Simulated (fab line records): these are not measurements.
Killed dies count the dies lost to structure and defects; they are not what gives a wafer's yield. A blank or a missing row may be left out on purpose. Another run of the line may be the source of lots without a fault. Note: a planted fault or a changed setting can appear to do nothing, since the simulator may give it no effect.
What tool caused it? | flow nand harc | Sampling: 10 lots, 30 wafers, 5 of 1302 route steps

## WHAT EACH GAUGE READ, for each wafer
NHARC_P_BONDPAD_OVL_MEAS_38. Usual: overlay x nm 0 nm, standard deviation 5.7; overlay y nm 1 nm, standard deviation 5.2.
lot  | measured     | on         | overlay x nm (nm) | overlay y nm (nm) | flag
L222 | day 7 11:11  | overlay-01 | 4 4 3             | 8 8 7             |
L223 | day 7 15:09  | overlay-01 | -5 -5 -5          | 3 3 3             |
L224 | day 8 09:07  | overlay-01 | -1 -1 0           | 2 2 2             |
L231 | day 11 02:35 | overlay-02 | 16 16 16          | 1 1 1             |
L234 | day 12 18:55 | overlay-02 | -6 -5 -5          | -7 -6 -7          |
L235 | day 12 19:31 | overlay-02 | 8 8 7             | 3 3 3             |
L240 | day 14 22:19 | overlay-02 | -6 -6 -6          | 8 8 8             |
L241 | day 15 02:39 | overlay-02 | -11 -11 -11       | 7 7 6             |
L242 | day 15 19:03 | overlay-02 | 3 4 3             | 10 10 10          |
L243 | day 15 23:08 | overlay-02 | -1 -1 0           | 3 2 2             |

NHARC_END_SORT_01. Usual: defect limited yield 91.6 %, standard deviation 2.8; killed at array 52, standard deviation 18; killed at other 0.6, standard deviation 0.83; killed at periphery 4.3, standard deviation 2.8; killed dies 57, standard deviation 19; killed open 3.4, standard deviation 2; killed short 2.5, standard deviation 1.7; sort_bin_2_pct 3.0 %, standard deviation 1.1; sort_bin_3_pct 0.6 %, standard deviation 0.41; sort_bin_4_pct 4.7 %, standard deviation 1.6; sort n pass 620, standard deviation 19; sort rim yield pct 91 %, standard deviation 3.7; sort yield pct 91.6 %, standard deviation 2.8.
lot  | measured     | on        | defect limited yield (%) | killed at array | killed at other | killed at periphery | killed dies | killed open | killed short | sort_bin_2_pct (%) | sort_bin_3_pct (%) | sort_bin_4_pct (%) | sort n pass | sort rim yield pct (%) | sort yield pct (%) | flag
L224 | day 25 12:23 | prober-02 | 88.2 89.4 88.0           | 68 63 71        | 0 0 0           | 12 9 10             | 80 72 81    | 10 4 3      | 3 0 3        | 4.9 2.8 3.1        | 0.7 0.6 1.5        | 6.2 7.2 7.4        | 597 605 596 | 92 87 90               | 88.2 89.4 88.0     |
L231 | day 28 12:01 | prober-02 | 88.3 88.0 88.3           | 73 74 71        | 1 0 1           | 5 7 7               | 79 81 79    | 3 2 6       | 2 1 1        | 3.8 3.1 3.4        | 1.6 1.5 0.7        | 6.2 7.4 7.5        | 598 596 598 | 90 89 85               | 88.3 88.0 88.3     |
L240 | day 33 01:43 | prober-02 | 91.4 93.1 92.2           | 49 43 44        | 1 0 0           | 8 4 9               | 58 47 53    | 8 2 5       | 1 1 1        | 4.3 2.7 3.0        | 0.6 0.3 0.7        | 3.7 4.0 4.1        | 619 630 624 | 89 88 86               | 91.4 93.1 92.2     |

## EACH LOT AND THE TOOL THAT RAN IT (in order: tool; ch and the chambers of the sampled wafers; start)
lot  | NHARC_P_BONDPAD_DESCUM_11          | NHARC_P_BONDPAD_ETCH_37            | NHARC_P_BONDPAD_ETCH_24
L222 | rie diel-04 ch 1,2, day 7 11:19    | rie diel-04 ch 0,1,3, day 7 11:25  | rie diel-02 ch 2,3, day 7 11:52
L223 | rie diel-04 ch 0,1, day 7 15:16    | rie diel-04 ch 0,1,3, day 7 15:22  | rie diel-02 ch 0,1, day 7 15:49
L224 | rie diel-02 ch 1,2, day 8 09:15    | rie diel-02 ch 0,2, day 8 09:20    | rie diel-07 ch 1,2, day 8 09:47
L231 | rie diel-04 ch 0,3, day 11 02:42   | rie diel-04 ch 1,2,3, day 11 02:48 | rie diel-02 ch 0,1,2, day 11 03:16
L234 | rie diel-07 ch 0,1,3, day 12 19:04 | rie diel-07 ch 1,2, day 12 19:07   | rie diel-04 ch 0,2, day 12 19:37
L235 | rie diel-02 ch 1,3, day 12 19:38   | rie diel-02 ch 2,3, day 12 19:43   | rie diel-07 ch 0,2,3, day 12 20:11
L240 | rie diel-04 ch 0,3, day 14 22:26   | rie diel-04 ch 0,2, day 14 22:31   | rie diel-02 ch 0,3, day 14 22:59
L241 | rie diel-04 ch 2,3, day 15 02:47   | rie diel-04 ch 1,3, day 15 02:52   | rie diel-02 ch 0,1,2, day 15 03:19
L242 | rie diel-02 ch 0,1,2, day 15 19:10 | rie diel-02 ch 0,1,3, day 15 19:16 | rie diel-07 ch 0,1,2, day 15 19:43
L243 | rie diel-02 ch 0,1,2, day 15 23:16 | rie diel-02 ch 0,1,2, day 15 23:21 | rie diel-07 ch 1,2,3, day 15 23:49
- NHARC_P_BONDPAD_DESCUM_11: chemistry O2, time 3 s.
- NHARC_P_BONDPAD_ETCH_37: etches the open film in N2/H2, target depth 60 nm, overetch 18 nm, time 65.91 s.
- NHARC_P_BONDPAD_ETCH_24: etches the open film in CF4/N2, target depth 30 nm, time 72.99 s.

## WHAT THE TOOLS THEMSELVES READ (means of the sampled wafers that have a number; where no wafer has one, the mark that the record gives instead)
NHARC_P_BONDPAD_DESCUM_11. Usual: drypump motor current A 5.4 A, standard deviation 0.61; oes product au 0.999 a.u., standard deviation 0.01; rf vpp V 57.7 V, standard deviation 0.89; showerhead plenum p Torr 1.91 Torr, standard deviation 0.081; throttle valve pct 11.311 %, standard deviation 0.0089.
lot  | tool        | drypump motor current A (A) | oes product au (a.u.) | rf vpp V (V) | showerhead plenum p Torr (Torr) | throttle valve pct (%) | flag
L222 | rie diel-04 | 4.8                         | 1.001                 | 58.0         | 1.98                            | 11.319                 |
L223 | rie diel-04 | 5.2                         | 0.998                 | 57.8         | 1.97                            | 11.312                 |
L224 | rie diel-02 | 5.3                         | 1.003                 | 57.7         | 1.89                            | 11.311                 |
L231 | rie diel-04 | 5.1                         | 0.995                 | 56.9         | 1.93                            | 11.311                 |
L234 | rie diel-07 | 6.0                         | 1.009                 | 56.5         | 1.87                            | 11.306                 |
L235 | rie diel-02 | 5.6                         | 0.984                 | 56.7         | 1.84                            | 11.313                 |
L240 | rie diel-04 | 5.5                         | 1.002                 | 57.4         | 1.88                            | 11.306                 |
L241 | rie diel-04 | 4.6                         | 1.002                 | 57.7         | 1.94                            | 11.321                 |
L242 | rie diel-02 | 5.8                         | 1.005                 | 58.0         | 1.91                            | 11.305                 |
L243 | rie diel-02 | 5.7                         | 1.010                 | 57.5         | 1.91                            | 11.311                 |

NHARC_P_BONDPAD_ETCH_37. Usual: drypump motor current A 5.4 A, standard deviation 0.61; oes product au 0.998 a.u., standard deviation 0.012; rf vpp V 430.3 V, standard deviation 2.6; run length s 87.0 s, standard deviation 0.39; showerhead plenum p Torr 2.03 Torr, standard deviation 0.091; throttle valve pct 14.173 %, standard deviation 0.0087.
lot  | tool        | drypump motor current A (A) | oes product au (a.u.) | rf vpp V (V) | run length s (s) | showerhead plenum p Torr (Torr) | throttle valve pct (%) | flag
L222 | rie diel-04 | 5.2                         | 1.002                 | 432.0        | 86.9             | 2.08                            | 14.179                 |
L223 | rie diel-04 | 5.1                         | 1.006                 | 431.7        | 87.0             | 2.08                            | 14.162                 |
L224 | rie diel-02 | 5.9                         | 1.004                 | 431.2        | 87.2             | 2.08                            | 14.156                 |
L231 | rie diel-04 | 4.7                         | 0.987                 | 431.6        | 87.1             | 2.09                            | 14.171                 |
L234 | rie diel-07 | 5.3                         | 0.996                 | 428.8        | 87.4             | 2.01                            | 14.177                 |
L235 | rie diel-02 | 5.2                         | 1.009                 | 429.8        | 87.1             | 1.99                            | 14.167                 |
L240 | rie diel-04 | 5.5                         | 0.992                 | 429.0        | 86.8             | 1.95                            | 14.167                 |
L241 | rie diel-04 | 4.7                         | 0.995                 | 433.5        | 87.3             | 2.14                            | 14.173                 |
L242 | rie diel-02 | 5.9                         | 1.004                 | 429.9        | 86.9             | 2.01                            | 14.170                 |
L243 | rie diel-02 | 5.7                         | 1.011                 | 430.8        | 87.2             | 2.04                            | 14.169                 |

NHARC_P_BONDPAD_ETCH_24. Usual: drypump motor current A 5.5 A, standard deviation 0.66; oes product au 0.999 a.u., standard deviation 0.01; rf vpp V 314.3 V, standard deviation 2.2; run length s 94.2 s, standard deviation 0.34; showerhead plenum p Torr 2.62 Torr, standard deviation 0.12; throttle valve pct 19.795 %, standard deviation 0.009.
lot  | tool        | drypump motor current A (A) | oes product au (a.u.) | rf vpp V (V) | run length s (s) | showerhead plenum p Torr (Torr) | throttle valve pct (%) | flag
L222 | rie diel-02 | 5.1                         | 0.999                 | 313.1        | 94.2             | 2.58                            | 19.800                 |
L223 | rie diel-02 | 6.2                         | 0.997                 | 315.6        | 94.2             | 2.66                            | 19.784                 |
L224 | rie diel-07 | 5.3                         | 1.002                 | 313.7        | 94.3             | 2.59                            | 19.794                 |
L231 | rie diel-02 | 5.8                         | 1.007                 | 314.0        | 94.2             | 2.63                            | 19.794                 |
L234 | rie diel-04 | 5.5                         | 0.996                 | 312.5        | 82.5             | 2.52                            | 19.786                 | OFF
L235 | rie diel-07 | 6.1                         | 1.004                 | 314.3        | 94.2             | 2.68                            | 19.798                 |
L240 | rie diel-02 | 6.0                         | 1.016                 | 313.8        | 93.9             | 2.64                            | 19.793                 |
L241 | rie diel-02 | 5.7                         | 1.004                 | 313.9        | 94.2             | 2.62                            | 19.796                 |
L242 | rie diel-07 | 5.7                         | 0.999                 | 315.6        | 94.5             | 2.67                            | 19.797                 |
L243 | rie diel-07 | 5.7                         | 1.005                 | 314.1        | 94.4             | 2.60                            | 19.793                 |

## THE ANSWER, worked out from the rows above alone
Rule: lot off if the mean of its wafers having a number is beyond 3 standard deviations from the usual mean. Also off: a lot with no number at a reading for which 4 or more lots have one. The other lots that the step has rows for count as sound. Order of review: gauges by route order, followed by the tools' own readings, for which a lot's mean as printed above is used. At the first step where some lot is off, the reading lying furthest off is the one used; lots without a number count as furthest.
Off: L234, at NHARC_P_BONDPAD_ETCH_24 (run length s).
A tool fits if, at that step or a process step before it, it ran every lot that is off, and no sound lot after the first of them. This does not decide it: 2 tools fit, namely rie diel-07 at NHARC_P_BONDPAD_DESCUM_11 and NHARC_P_BONDPAD_ETCH_37 and rie diel-04 at NHARC_P_BONDPAD_ETCH_24.

## WHAT HAD BEEN PUT IN BY THE SIMULATOR
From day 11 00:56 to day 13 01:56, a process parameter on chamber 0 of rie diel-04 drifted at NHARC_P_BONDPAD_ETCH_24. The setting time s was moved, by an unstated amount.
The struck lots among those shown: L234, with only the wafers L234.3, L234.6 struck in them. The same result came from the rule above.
